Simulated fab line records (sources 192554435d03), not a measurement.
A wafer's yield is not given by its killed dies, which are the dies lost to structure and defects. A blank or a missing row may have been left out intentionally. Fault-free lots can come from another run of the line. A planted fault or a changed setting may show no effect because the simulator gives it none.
Which of the tools did it? :: flow n5_finfet :: Sampling: 8 lots, 24 wafers, 9 of 1938 route steps

## WHAT THE GAUGES SHOWED, per wafer
N5_PMOS_HMC_CHANNEL_EPI_INSPECT_30: inspects for defects (darkfield).
lot: L229
measured: day 4 02:37
on: defect_inspect-01
raw_defect_count: 874 897 891

lot: L230
measured: day 4 08:22
on: defect_inspect-02
raw_defect_count: 853 826 920

lot: L232
measured: day 4 20:38
on: defect_inspect-01
raw_defect_count: 9 11 14

lot: L233
measured: day 5 03:16
on: defect_inspect-02
raw_defect_count: 15 31 27

lot: L237
measured: day 6 03:35
on: defect_inspect-01
raw_defect_count: 32 11 26

lot: L238
measured: day 6 08:36
on: defect_inspect-01
raw_defect_count: 36 22 23

lot: L241
measured: day 7 02:42
on: defect_inspect-02
raw_defect_count: 19 12 14

lot: L242
measured: day 7 08:58
on: defect_inspect-01
raw_defect_count: 11 13 15

N5_FIN_SAQP_INSPECT_18: inspects for defects (brightfield).
lot: L229
measured: day 4 03:55
on: defect_inspect-01
raw_defect_count: 1310 1252 1357

lot: L230
measured: day 4 09:50
on: defect_inspect-02
raw_defect_count: 1330 1284 1321

lot: L232
measured: day 4 23:23
on: defect_inspect-01
raw_defect_count: 459 402 406

lot: L233
measured: day 5 04:38
on: defect_inspect-01
raw_defect_count: 504 599 571

lot: L237
measured: day 6 05:11
on: defect_inspect-01
raw_defect_count: 372 467 458

lot: L238
measured: day 6 09:56
on: defect_inspect-01
raw_defect_count: 406 348 446

lot: L241
measured: day 7 04:05
on: defect_inspect-02
raw_defect_count: 415 492 410

lot: L242
measured: day 7 10:29
on: defect_inspect-02
raw_defect_count: 343 412 434

N5_FIN_SAQP_INSPECT_40: inspects for defects (brightfield).
lot: L229
measured: day 4 08:21
on: defect_inspect-01
raw_defect_count: 1071 1027 1115

lot: L230
measured: day 4 14:01
on: defect_inspect-01
raw_defect_count: 1042 1044 1076

lot: L232
measured: day 5 05:29
on: defect_inspect-02
raw_defect_count: 225 195 242

lot: L233
measured: day 5 09:23
on: defect_inspect-02
raw_defect_count: 386 353 423

lot: L237
measured: day 6 09:52
on: defect_inspect-01
raw_defect_count: 124 153 170

lot: L238
measured: day 6 14:25
on: defect_inspect-02
raw_defect_count: 165 165 236

lot: L241
measured: day 7 08:48
on: defect_inspect-01
raw_defect_count: 292 191 280

lot: L242
measured: day 7 15:47
on: defect_inspect-01
raw_defect_count: 155 253 294

N5_FIN_CUT_INSPECT_10: inspects for defects (brightfield).
lot: L229
measured: day 4 08:52
on: defect_inspect-01
raw_defect_count: 887 906 899

lot: L230
measured: day 4 14:32
on: defect_inspect-01
raw_defect_count: 862 848 945

lot: L232
measured: day 5 06:01
on: defect_inspect-01
raw_defect_count: 34 42 41

lot: L233
measured: day 5 09:47
on: defect_inspect-01
raw_defect_count: 71 59 70

lot: L237
measured: day 6 10:16
on: defect_inspect-01
raw_defect_count: 27 53 34

lot: L238
measured: day 6 14:50
on: defect_inspect-02
raw_defect_count: 40 32 46

lot: L241
measured: day 7 09:11
on: defect_inspect-01
raw_defect_count: 69 52 55

lot: L242
measured: day 7 16:11
on: defect_inspect-01
raw_defect_count: 33 57 51

N5_BEOL_M4_RC_MEAS_101.
lot: L229
measured: day 11 09:17
on: prober-02
DIBL_N (mV/V): 36.3 37.3 36.5
DIBL_P (mV/V): 36.6 38.0 37.6
IOFF_N (nA/um): 0.15 0.16 0.16
IOFF_P (nA/um): 0.21 0.23 0.22
ION_N (uA/um): 678 659 681
ION_P (uA/um): 468 459 463
SS_N (mV/dec): 71.1 71.4 71.4
SS_P (mV/dec): 73.3 74.0 73.7
VT_N (mV): 252 250 247
VT_P (mV): -252 -248 -250

lot: L230
measured: day 11 17:17
on: prober-02
DIBL_N (mV/V): 34.1 33.8 33.7
DIBL_P (mV/V): 33.4 32.8 32.6
IOFF_N (nA/um): 0.13 0.12 0.12
IOFF_P (nA/um): 0.17 0.16 0.16
ION_N (uA/um): 650 656 642
ION_P (uA/um): 448 454 439
SS_N (mV/dec): 71.7 71.4 71.3
SS_P (mV/dec): 72.8 72.9 72.9
VT_N (mV): 254 256 258
VT_P (mV): -253 -253 -251

lot: L232
measured: day 11 17:41
on: prober-01
DIBL_N (mV/V): 39.4 37.4 37.5
DIBL_P (mV/V): 38.3 34.6 36.3
IOFF_N (nA/um): 0.19 0.15 0.16
IOFF_P (nA/um): 0.29 0.22 0.26
ION_N (uA/um): 660 660 674
ION_P (uA/um): 458 462 468
SS_N (mV/dec): 72.1 71.8 72.5
SS_P (mV/dec): 74.2 73.2 73.5
VT_N (mV): 249 252 251
VT_P (mV): -245 -248 -248

lot: L233
measured: day 12 08:23
on: prober-01
DIBL_N (mV/V): 35.5 33.3 35.3
DIBL_P (mV/V): 35.2 32.9 34.6
IOFF_N (nA/um): 0.13 0.11 0.14
IOFF_P (nA/um): 0.18 0.16 0.18
ION_N (uA/um): 650 656 665
ION_P (uA/um): 451 459 452
SS_N (mV/dec): 71.8 70.9 71.5
SS_P (mV/dec): 73.1 72.7 73.1
VT_N (mV): 252 254 253
VT_P (mV): -251 -254 -251

lot: L237
measured: day 13 05:08
on: prober-02
DIBL_N (mV/V): 36.2 36.8 35.7
DIBL_P (mV/V): 37.9 38.9 37.4
IOFF_N (nA/um): 0.19 0.19 0.18
IOFF_P (nA/um): 0.24 0.25 0.23
ION_N (uA/um): 674 671 679
ION_P (uA/um): 467 464 465
SS_N (mV/dec): 71.5 71.4 72.3
SS_P (mV/dec): 74.5 73.9 73.9
VT_N (mV): 246 248 247
VT_P (mV): -247 -248 -247

lot: L238
measured: day 13 13:35
on: prober-02
DIBL_N (mV/V): 38.5 39.1 37.1
DIBL_P (mV/V): 37.6 38.6 36.5
IOFF_N (nA/um): 0.19 0.21 0.17
IOFF_P (nA/um): 0.21 0.23 0.20
ION_N (uA/um): 674 693 686
ION_P (uA/um): 453 471 466
SS_N (mV/dec): 72.4 72.5 71.5
SS_P (mV/dec): 74.1 74.6 73.9
VT_N (mV): 246 247 246
VT_P (mV): -251 -252 -253

lot: L241
measured: day 14 14:19
on: prober-02
DIBL_N (mV/V): 38.1 35.2 35.7
DIBL_P (mV/V): 37.1 34.2 34.4
IOFF_N (nA/um): 0.19 0.14 0.14
IOFF_P (nA/um): 0.25 0.19 0.21
ION_N (uA/um): 669 680 678
ION_P (uA/um): 458 466 474
SS_N (mV/dec): 71.4 71.2 71.6
SS_P (mV/dec): 73.8 72.6 73.6
VT_N (mV): 249 251 249
VT_P (mV): -248 -250 -248

lot: L242
measured: day 14 07:49
on: prober-02
DIBL_N (mV/V): 38.0 39.0 37.8
DIBL_P (mV/V): 37.2 39.1 36.6
IOFF_N (nA/um): 0.19 0.23 0.18
IOFF_P (nA/um): 0.26 0.31 0.25
ION_N (uA/um): 699 682 674
ION_P (uA/um): 472 467 463
SS_N (mV/dec): 71.8 71.8 72.4
SS_P (mV/dec): 73.5 74.1 73.6
VT_N (mV): 249 245 248
VT_P (mV): -244 -244 -245

## EACH LOT AND THE TOOL THAT RAN IT (in order: tool; ch and the chambers of the sampled wafers; start)
lot: L229
N5_PMOS_HMC_CHANNEL_EPI_PRECLEAN_24: wet_bench-03 ch 1,2,6, day 4 01:58
N5_FIN_SAQP_HM_DEP_72: pecvd-04 ch 0,2, day 4 03:30
N5_FIN_SAQP_ETCH_52: rie_diel-05 ch 0,2,3, day 4 04:06
N5_FIN_SAQP_MANDREL_ETCH_22: rie_si-02 ch 0,1,3, day 4 04:17

lot: L230
N5_PMOS_HMC_CHANNEL_EPI_PRECLEAN_24: wet_bench-03 ch 5,6,7, day 4 07:56
N5_FIN_SAQP_HM_DEP_72: pecvd-03 ch 0,1,2, day 4 09:19
N5_FIN_SAQP_ETCH_52: rie_diel-04 ch 1,2,3, day 4 09:58
N5_FIN_SAQP_MANDREL_ETCH_22: rie_si-02 ch 0,1,2, day 4 10:10

lot: L232
N5_PMOS_HMC_CHANNEL_EPI_PRECLEAN_24: wet_bench-04 ch 1,2,3, day 4 19:48
N5_FIN_SAQP_HM_DEP_72: pecvd-03 ch 1,2, day 4 22:53
N5_FIN_SAQP_ETCH_52: rie_diel-02 ch 0,1, day 4 23:43
N5_FIN_SAQP_MANDREL_ETCH_22: rie_si-06 ch 0,1, day 4 23:55

lot: L233
N5_PMOS_HMC_CHANNEL_EPI_PRECLEAN_24: wet_bench-04 ch 2,3,5, day 5 02:50
N5_FIN_SAQP_HM_DEP_72: pecvd-03 ch 0,1,2, day 5 04:17
N5_FIN_SAQP_ETCH_52: rie_diel-02 ch 1,2,3, day 5 05:03
N5_FIN_SAQP_MANDREL_ETCH_22: rie_si-06 ch 0,1,3, day 5 05:17

lot: L237
N5_PMOS_HMC_CHANNEL_EPI_PRECLEAN_24: wet_bench-04 ch 0,5,7, day 6 03:10
N5_FIN_SAQP_HM_DEP_72: pecvd-03 ch 1,2, day 6 04:41
N5_FIN_SAQP_ETCH_52: rie_diel-04 ch 1,2,3, day 6 05:19
N5_FIN_SAQP_MANDREL_ETCH_22: rie_si-06 ch 0,1,2, day 6 05:31

lot: L238
N5_PMOS_HMC_CHANNEL_EPI_PRECLEAN_24: wet_bench-01 ch 2,5,6, day 6 08:10
N5_FIN_SAQP_HM_DEP_72: pecvd-03 ch 0,1,2, day 6 09:34
N5_FIN_SAQP_ETCH_52: rie_diel-05 ch 0,1, day 6 10:04
N5_FIN_SAQP_MANDREL_ETCH_22: rie_si-05 ch 0,1,2, day 6 10:16

lot: L241
N5_PMOS_HMC_CHANNEL_EPI_PRECLEAN_24: wet_bench-04 ch 0,1,3, day 7 02:01
N5_FIN_SAQP_HM_DEP_72: pecvd-01 ch 0,1, day 7 03:34
N5_FIN_SAQP_ETCH_52: rie_diel-04 ch 2,3, day 7 04:13
N5_FIN_SAQP_MANDREL_ETCH_22: rie_si-05 ch 0,2, day 7 04:25

lot: L242
N5_PMOS_HMC_CHANNEL_EPI_PRECLEAN_24: wet_bench-04 ch 0,4,7, day 7 08:32
N5_FIN_SAQP_HM_DEP_72: pecvd-04 ch 0,1,2, day 7 09:58
N5_FIN_SAQP_ETCH_52: rie_diel-04 ch 1,2, day 7 10:56
N5_FIN_SAQP_MANDREL_ETCH_22: rie_si-06 ch 0,1,3, day 7 11:07
- N5_PMOS_HMC_CHANNEL_EPI_PRECLEAN_24: cleans in DHF, time 30 s.
- N5_FIN_SAQP_HM_DEP_72: deposits SiO2 from SiH4/N2O, target thk 12 nm, time 7.2 s.
- N5_FIN_SAQP_ETCH_52: etches SOC in N2/H2, target depth 100 nm, overetch 20 nm, time 150 s.
- N5_FIN_SAQP_MANDREL_ETCH_22: etches a-Si in HBr/Cl2, stops on SiNx, target depth 60 nm, bt time 10 s, time 30 s.

## AS READ BY THE TOOLS THEMSELVES (means over the sampled wafers that have a number; for cases with no such wafer, the mark the record gives instead)
N5_FIN_SAQP_HM_DEP_72.
lot: L229
tool: pecvd-04
heater_power_w (W): 682
rf_fwd_power_W (W): 272.0
showerhead_plenum_p_Torr (Torr): 8.12

lot: L230
tool: pecvd-03
heater_power_w (W): 702
rf_fwd_power_W (W): 272.4
showerhead_plenum_p_Torr (Torr): 8.13

lot: L232
tool: pecvd-03
heater_power_w (W): 774
rf_fwd_power_W (W): 271.7
showerhead_plenum_p_Torr (Torr): 8.14

lot: L233
tool: pecvd-03
heater_power_w (W): 707
rf_fwd_power_W (W): 272.6
showerhead_plenum_p_Torr (Torr): 8.14

lot: L237
tool: pecvd-03
heater_power_w (W): 757
rf_fwd_power_W (W): 272.1
showerhead_plenum_p_Torr (Torr): 8.14

lot: L238
tool: pecvd-03
heater_power_w (W): 754
rf_fwd_power_W (W): 271.9
showerhead_plenum_p_Torr (Torr): 8.14

lot: L241
tool: pecvd-01
heater_power_w (W): 860
rf_fwd_power_W (W): 273.3
showerhead_plenum_p_Torr (Torr): 8.24

lot: L242
tool: pecvd-04
heater_power_w (W): 687
rf_fwd_power_W (W): 272.1
showerhead_plenum_p_Torr (Torr): 8.18

N5_FIN_SAQP_ETCH_52.
lot: L229
tool: rie_diel-05
drypump_motor_current_A (A): 5.7
h2_flow_sccm (sccm): 199.8
oes_product_au (a.u.): 0.68
rf_fwd_power_W (W): 838.6
rf_vpp_V (V): 524.4
showerhead_plenum_p_Torr (Torr): 2.58
throttle_valve_pct (%): 17.92

lot: L230
tool: rie_diel-04
drypump_motor_current_A (A): 5.7
h2_flow_sccm (sccm): 199.9
oes_product_au (a.u.): 0.67
rf_fwd_power_W (W): 836.9
rf_vpp_V (V): 524.5
showerhead_plenum_p_Torr (Torr): 2.58
throttle_valve_pct (%): 18.06

lot: L232
tool: rie_diel-02
drypump_motor_current_A (A): 5.8
h2_flow_sccm (sccm): 200.2
oes_product_au (a.u.): 0.66
rf_fwd_power_W (W): 837.3
rf_vpp_V (V): 523.8
showerhead_plenum_p_Torr (Torr): 2.57
throttle_valve_pct (%): 17.93

lot: L233
tool: rie_diel-02
drypump_motor_current_A (A): 5.7
h2_flow_sccm (sccm): 200.4
oes_product_au (a.u.): 0.69
rf_fwd_power_W (W): 836.6
rf_vpp_V (V): 524.9
showerhead_plenum_p_Torr (Torr): 2.63
throttle_valve_pct (%): 17.90

lot: L237
tool: rie_diel-04
drypump_motor_current_A (A): 5.7
h2_flow_sccm (sccm): 200.2
oes_product_au (a.u.): 0.65
rf_fwd_power_W (W): 837.0
rf_vpp_V (V): 524.8
showerhead_plenum_p_Torr (Torr): 2.58
throttle_valve_pct (%): 18.08

lot: L238
tool: rie_diel-05
drypump_motor_current_A (A): 5.9
h2_flow_sccm (sccm): 200.3
oes_product_au (a.u.): 0.64
rf_fwd_power_W (W): 840.9
rf_vpp_V (V): 522.8
showerhead_plenum_p_Torr (Torr): 2.49
throttle_valve_pct (%): 18.17

lot: L241
tool: rie_diel-04
drypump_motor_current_A (A): 5.9
h2_flow_sccm (sccm): 199.2
oes_product_au (a.u.): 0.64
rf_fwd_power_W (W): 838.1
rf_vpp_V (V): 523.9
showerhead_plenum_p_Torr (Torr): 2.57
throttle_valve_pct (%): 18.12

lot: L242
tool: rie_diel-04
drypump_motor_current_A (A): 5.6
h2_flow_sccm (sccm): 200.2
oes_product_au (a.u.): 0.65
rf_fwd_power_W (W): 836.7
rf_vpp_V (V): 523.8
showerhead_plenum_p_Torr (Torr): 2.57
throttle_valve_pct (%): 18.08

N5_FIN_SAQP_MANDREL_ETCH_22.
lot: L229
tool: rie_si-02
drypump_motor_current_A (A): 5.7
he_backside_leak_sccm (sccm): 2.6
oes_product_au (a.u.): 0.767
rf_fwd_power_W (W): 793.7
throttle_valve_pct (%): 35.21

lot: L230
tool: rie_si-02
drypump_motor_current_A (A): 5.5
he_backside_leak_sccm (sccm): 2.5
oes_product_au (a.u.): 0.770
rf_fwd_power_W (W): 794.6
throttle_valve_pct (%): 35.30

lot: L232
tool: rie_si-06
drypump_motor_current_A (A): 5.5
he_backside_leak_sccm (sccm): 2.7
oes_product_au (a.u.): 0.766
rf_fwd_power_W (W): 797.6
throttle_valve_pct (%): 35.36

lot: L233
tool: rie_si-06
drypump_motor_current_A (A): 5.5
he_backside_leak_sccm (sccm): 2.5
oes_product_au (a.u.): 0.768
rf_fwd_power_W (W): 797.3
throttle_valve_pct (%): 35.40

lot: L237
tool: rie_si-06
drypump_motor_current_A (A): 5.3
he_backside_leak_sccm (sccm): 2.6
oes_product_au (a.u.): 0.775
rf_fwd_power_W (W): 795.6
throttle_valve_pct (%): 35.60

lot: L238
tool: rie_si-05
drypump_motor_current_A (A): 5.7
he_backside_leak_sccm (sccm): 2.8
oes_product_au (a.u.): 0.767
rf_fwd_power_W (W): 793.4
throttle_valve_pct (%): 35.29

lot: L241
tool: rie_si-05
drypump_motor_current_A (A): 5.7
he_backside_leak_sccm (sccm): 2.9
oes_product_au (a.u.): 0.767
rf_fwd_power_W (W): 797.8
throttle_valve_pct (%): 35.21

lot: L242
tool: rie_si-06
drypump_motor_current_A (A): 5.5
he_backside_leak_sccm (sccm): 3.2
oes_product_au (a.u.): 0.759
rf_fwd_power_W (W): 796.7
throttle_valve_pct (%): 35.30

## THE ANSWER, worked out from the rows above alone
Rule: usual is defined by the lots themselves. Put in order of their means at a reading, lots are off if they are a third of the lots or fewer, leave a main group of 4 or more, and stand apart from it by a gap of 3 or more times the standard deviation of the main group's means; of several such gaps the widest counts. The tables above print the reading to a certain number of digits; a main group whose means all agree to those digits is not used. A lot without any number at a reading at which 4 lots or more have one is off too. Any other lot the step has rows for is counted as sound. The gauges are gone through in route order, then the tools' own readings, and for those a lot's mean is taken as printed above. At the first step where some lot is off, the reading lying furthest off is the one used; lots without a number count as furthest.
Off: L229, L230 (N5_PMOS_HMC_CHANNEL_EPI_INSPECT_30, raw_defect_count). Main group: mean 19, sd 6.
If a tool, at a process step before that reading, ran all the lots that are off and no sound lot after the first of them, it fits. Those tools and the gauges at N5_PMOS_HMC_CHANNEL_EPI_INSPECT_30 are tried in the same way. One fits: wet_bench-03 at N5_PMOS_HMC_CHANNEL_EPI_PRECLEAN_24. It ran no sound lot before its first lot that is off in this sample, so the start can't be narrowed down.

## WHAT THE SIMULATOR HAD INSERTED
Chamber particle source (wet_bench-03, N5_PMOS_HMC_CHANNEL_EPI_PRECLEAN_24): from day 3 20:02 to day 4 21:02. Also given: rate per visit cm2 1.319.
Lots struck among those shown: L229, L230. The rule given above showed the same thing.
